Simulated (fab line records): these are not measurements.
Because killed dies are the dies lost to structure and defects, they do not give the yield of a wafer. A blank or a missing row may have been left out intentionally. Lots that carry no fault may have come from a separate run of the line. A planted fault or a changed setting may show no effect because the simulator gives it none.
Chamber matching / flow nand_harc / 4 sister chambers for NHARC_A_CONTACT_DESCUM_74 on rie_diel-07
The step chemistry O2, time 3 s. 8 wafers are shown with their chamber, then 11 later ones without.

== WAFERS WITH THEIR CHAMBER ==
wafer=L080.2; chamber=0; oes_product_au (a.u.)=0.983; rf_vpp_V (V)=59.4
wafer=L083.1; chamber=0; oes_product_au (a.u.)=0.978; rf_vpp_V (V)=59.1
wafer=L083.3; chamber=2; oes_product_au (a.u.)=1.020; rf_vpp_V (V)=58.0
wafer=L083.6; chamber=2; oes_product_au (a.u.)=1.021; rf_vpp_V (V)=57.7
wafer=L086.1; chamber=3; oes_product_au (a.u.)=0.994; rf_vpp_V (V)=55.9
wafer=L086.3; chamber=1; oes_product_au (a.u.)=1.026; rf_vpp_V (V)=58.1
wafer=L086.6; chamber=3; oes_product_au (a.u.)=1.010; rf_vpp_V (V)=57.5
wafer=L090.2; chamber=1; oes_product_au (a.u.)=1.004; rf_vpp_V (V)=58.6

== WAFERS WITHOUT THEIR CHAMBER ==
wafer=L090.5; oes_product_au (a.u.)=0.990; rf_vpp_V (V)=57.6
wafer=L090.6; oes_product_au (a.u.)=0.988; rf_vpp_V (V)=56.9
wafer=L091.1; oes_product_au (a.u.)=1.009; rf_vpp_V (V)=57.8
wafer=L091.3; oes_product_au (a.u.)=0.986; rf_vpp_V (V)=58.4
wafer=L091.6; oes_product_au (a.u.)=0.998; rf_vpp_V (V)=58.8
wafer=L094.1; oes_product_au (a.u.)=0.981; rf_vpp_V (V)=58.6
wafer=L094.2; oes_product_au (a.u.)=0.990; rf_vpp_V (V)=58.5
wafer=L094.4; oes_product_au (a.u.)=1.030; rf_vpp_V (V)=57.3
wafer=L096.2; oes_product_au (a.u.)=1.031; rf_vpp_V (V)=56.8
wafer=L096.5; oes_product_au (a.u.)=1.036; rf_vpp_V (V)=56.4
wafer=L096.6; oes_product_au (a.u.)=0.997; rf_vpp_V (V)=58.1

== WHICH CHAMBER EACH ONE RAN IN ==
wafer=L090.5; from the rows above=can't be placed: 3 or 1 or 0 or 2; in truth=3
wafer=L090.6; from the rows above=3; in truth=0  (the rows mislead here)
wafer=L091.1; from the rows above=can't be placed: 1 or 2 or 3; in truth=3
wafer=L091.3; from the rows above=can't be placed: 0 or 1 or 3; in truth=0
wafer=L091.6; from the rows above=can't be placed: 1 or 0 or 2 or 3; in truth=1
wafer=L094.1; from the rows above=0; in truth=0
wafer=L094.2; from the rows above=can't be placed: 0 or 1 or 3 or 2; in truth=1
wafer=L094.4; from the rows above=can't be placed: 2 or 1 or 3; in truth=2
wafer=L096.2; from the rows above=can't be placed: 2 or 3 or 1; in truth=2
wafer=L096.5; from the rows above=can't be placed: 2 or 3 or 1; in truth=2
wafer=L096.6; from the rows above=can't be placed: 1 or 3 or 2 or 0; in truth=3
1 of 11 placed correctly. From these rows, 9 cannot be placed; in 9 the true chamber is one of the candidates. Placed wrongly: 1.
How it was worked out, from the rows above alone: a wafer's distance from a chamber is the root of the sum, over the readings, of the square of ((its reading less the chamber's mean) divided by the reading's scatter). The wafer belongs to the nearest chamber; if the next one is less than 2 further off, it can't be placed. For every chamber, the mean is computed from those of its wafers that are shown. The scatter: take each reading less its chamber's mean, square it, sum over the shown wafers, divide by the number of wafers less the number of chambers, and take the root.
